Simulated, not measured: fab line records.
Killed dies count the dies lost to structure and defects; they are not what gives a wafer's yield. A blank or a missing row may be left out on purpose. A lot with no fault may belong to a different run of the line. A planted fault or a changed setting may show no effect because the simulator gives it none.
Chamber matching | flow nand harc | rie diel-10 running NHARC_P_GATE_DESCUM_61: 4 sister chambers
The step chemistry O2, time 3 s. 18 wafers are shown with their chamber, then 9 later ones without.

== WAFERS PAIRED WITH THEIR CHAMBERS ==
wafer  | chamber | showerhead plenum p Torr (Torr) | rf vpp V (V) | oes product au (a.u.)
L076.2 | 2       | 1.79                            | 56.6         | 1.001
L076.4 | 3       | 2.02                            | 58.4         | 0.998
L076.5 | 2       | 1.79                            | 58.3         | 1.008
L078.1 | 1       | 1.86                            | 59.0         | 1.015
L078.2 | 2       | 1.79                            | 57.2         | 1.006
L078.3 | 0       | 1.99                            | 58.4         | 1.007
L079.2 | 3       | 2.02                            | 58.9         | 1.003
L079.4 | 2       | 1.79                            | 58.1         | 1.016
L079.5 | 0       | 1.98                            | 58.7         | 1.006
L082.1 | 1       | 1.86                            | 57.9         | 1.008
L082.2 | 3       | 2.02                            | 58.1         | 1.001
L082.6 | 1       | 1.86                            | 58.4         | 0.999
L085.3 | 1       | 1.86                            | 57.5         | 1.004
L085.5 | 2       | 1.79                            | 57.0         | 1.005
L085.6 | 3       | 2.02                            | 58.6         | 1.004
L090.2 | 0       | 1.98                            | 58.3         | 1.006
L090.3 | 2       | 1.79                            | 57.3         | 1.006
L090.6 | 0       | 1.98                            | 59.4         | 1.003

SIGNATURES (averages over the wafers above)
reading                  | chamber 0 | chamber 1 | chamber 2 | chamber 3 | scatter within a chamber
showerhead plenum p Torr | 1.9825    | 1.8600    | 1.7900    | 2.0200    | 0.00231
rf vpp V                 | 58.700    | 58.200    | 57.417    | 58.500    | 0.566
oes product au           | 1.00550   | 1.00650   | 1.00700   | 1.00150   | 0.00456
Rule: for each reading, subtract the chamber's mean from the wafer's reading, divide by that reading's scatter and square the result; add these up over the readings and take the root, which gives the wafer's distance from the chamber. The wafer belongs to the nearest chamber; if the next one is less than 2 further off, it can't be placed. The scatter: take each reading less its chamber's mean, square it, sum over the shown wafers, divide by the number of wafers less the number of chambers, and take the root.

== WAFERS WHOSE CHAMBER IS MISSING ==
wafer  | showerhead plenum p Torr (Torr) | rf vpp V (V) | oes product au (a.u.)
L092.1 | 1.79                            | 57.1         | 0.999
L092.3 | 1.86                            | 57.7         | 1.000
L092.5 | 1.79                            | 55.8         | 1.006
L094.2 | 2.02                            | 58.7         | 1.007
L094.4 | 1.86                            | 58.9         | 1.008
L094.5 | 1.98                            | 57.9         | 0.990
L097.2 | 1.86                            | 58.2         | 1.006
L097.3 | 1.98                            | 58.6         | 0.996
L097.4 | 2.02                            | 57.5         | 1.000

== WHICH CHAMBER EACH WENT THROUGH ==
wafer  | from the rows above | in truth
L092.1 | 2                   | 2
L092.3 | 1                   | 1
L092.5 | 2                   | 2
L094.2 | 3                   | 3
L094.4 | 1                   | 1
L094.5 | 0                   | 0
L097.2 | 1                   | 1
L097.3 | 0                   | 0
L097.4 | 3                   | 3
Correct placement for 9 of the 9. Left unplaced by these rows: 0. 0 placed wrongly.
